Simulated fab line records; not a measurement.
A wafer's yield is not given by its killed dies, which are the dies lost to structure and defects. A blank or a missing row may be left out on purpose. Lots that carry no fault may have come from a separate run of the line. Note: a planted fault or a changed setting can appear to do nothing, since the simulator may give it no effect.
Code-filled problem report in 8D (eight disciplines) form -- flow n5 finfet -- the parts of the form that need people (team, actions taken, sign-off) are left out

== 1. WHAT WENT WRONG ==
N5_ZERO_LAYER_ETCH_18, bias w: mean 91.00 W over 1 wafer from 1 lot; wafers with no fault: 75.01 W, standard deviation 0.22. That is +73 standard deviations from the usual mean.
The step: etches Si in HBr/Cl2, target depth 120 nm, time 40 s.
Earliest sighting: wafer L145.2 on rie si-06 at day 3 00:50. Wafers with a number at this step in the record: 15, from 5 lots. The rule behind "out" and "out of limits": a value lying over 4 standard deviations away from the usual mean. The other wafers with a number count as sound.

== 2. WHAT IT IS, WHAT IT ISN'T ==
question,is,is not
which readings at this step,bias w,"drypump motor current A, mfc cl2 sccm, oes product au, throttle valve pct"
which lots,L145,"L141, L143, L146, L156"
which wafers of those lots,L145.2,"L145.4, L145.5"
read on which tools,rie si-06,"rie si-01, rie si-04"
when,from day 3 00:50,"up to then (8 sound wafers); but 6 sound wafers of L146, L156 came after"

== 3. SUSPECTS, AND WHAT RULES EACH OUT ==
Counting: a tool at a process step up to the reading stays a suspect if it ran every lot that is out. Sound lots after the first of them don't rule it out here, since some wafers of a struck lot are sound.
- pecvd-02 at N5_ZERO_LAYER_PECVD_02 (deposits SiO2 from SiH4/N2O, target thk 10 nm, time 6 s): kept. It ran the lot that is out, L145 (day 3 00:18).
- rie diel-02 at N5_ZERO_LAYER_DESCUM_16 (chemistry O2, time 7.9 s): kept. It processed L145, the lot that is out, at day 3 00:43, and its most recent sound lot before then was L143 at day 2 12:41.
- rie diel-02 at N5_ZERO_LAYER_ETCH_17 (etches SiO2 in CF4, target depth 12 nm, time 13.3 s): kept. It processed L145, the lot that is out, at day 3 00:46, and its most recent sound lot before then was L143 at day 2 12:43.
- rie si-06 at N5_ZERO_LAYER_ETCH_18 (etches Si in HBr/Cl2, target depth 120 nm, time 40 s): kept. It processed L145, the lot that is out, at day 3 00:50, and its most recent sound lot before then was L143 at day 2 12:47. Out on those wafers are its own readings of bias w.
- Within pecvd-02 at N5_ZERO_LAYER_PECVD_02: the wafers that are out ran in chamber 0; their sound lot-mates ran in chamber 1.
- In rie diel-02 at N5_ZERO_LAYER_DESCUM_16, the wafers that are out were processed in chamber 1 and their sound lot-mates in chambers 2, 3.
- In rie diel-02 at N5_ZERO_LAYER_ETCH_17, the wafers that are out were processed in chamber 1 and their sound lot-mates in chambers 2, 3.
- In rie si-06 at N5_ZERO_LAYER_ETCH_18, the wafers that are out were processed in chamber 0 and their sound lot-mates in chambers 1, 3.
Left after counting: pecvd-02 at N5_ZERO_LAYER_PECVD_02, rie diel-02 at N5_ZERO_LAYER_DESCUM_16, rie diel-02 at N5_ZERO_LAYER_ETCH_17, rie si-06 at N5_ZERO_LAYER_ETCH_18.

== 4. THE CAUSE (what the simulator had put in) ==
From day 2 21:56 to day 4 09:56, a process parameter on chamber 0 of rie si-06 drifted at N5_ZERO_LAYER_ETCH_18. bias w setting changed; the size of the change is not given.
Of the 4 suspects that counting leaves, this tool is one.

== 5. THE EFFECT CHAIN, in route order ==
Rows list readings where the struck wafers' mean (over those with a number) sits beyond 3 standard deviations from the usual. Scope: only readings with a usual standard deviation given in the record; hours: median across lots of the time from each lot's start at the first step in this table that gives one to its start at this step; sigmas: change in usual standard deviations.
hours,step,reading,usual,on struck wafers,change,sigmas
0,N5_ZERO_LAYER_ETCH_18,bias w,75.01 W,91.00,+15.99,+73
It contains these process steps:
- N5_ZERO_LAYER_ETCH_18: etches Si in HBr/Cl2, target depth 120 nm, time 40 s.
Later steps that measure or inspect, where all struck wafers having a row at the step show a number for every such reading and not one has moved that far: N5_BEOL_M4_RC_MEAS_101.

== 6. HOW IT WOULD HAVE BEEN CAUGHT EARLIER ==
First out-of-limits reading in this record: day 3 00:50, which is 3 hours after fault onset at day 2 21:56.
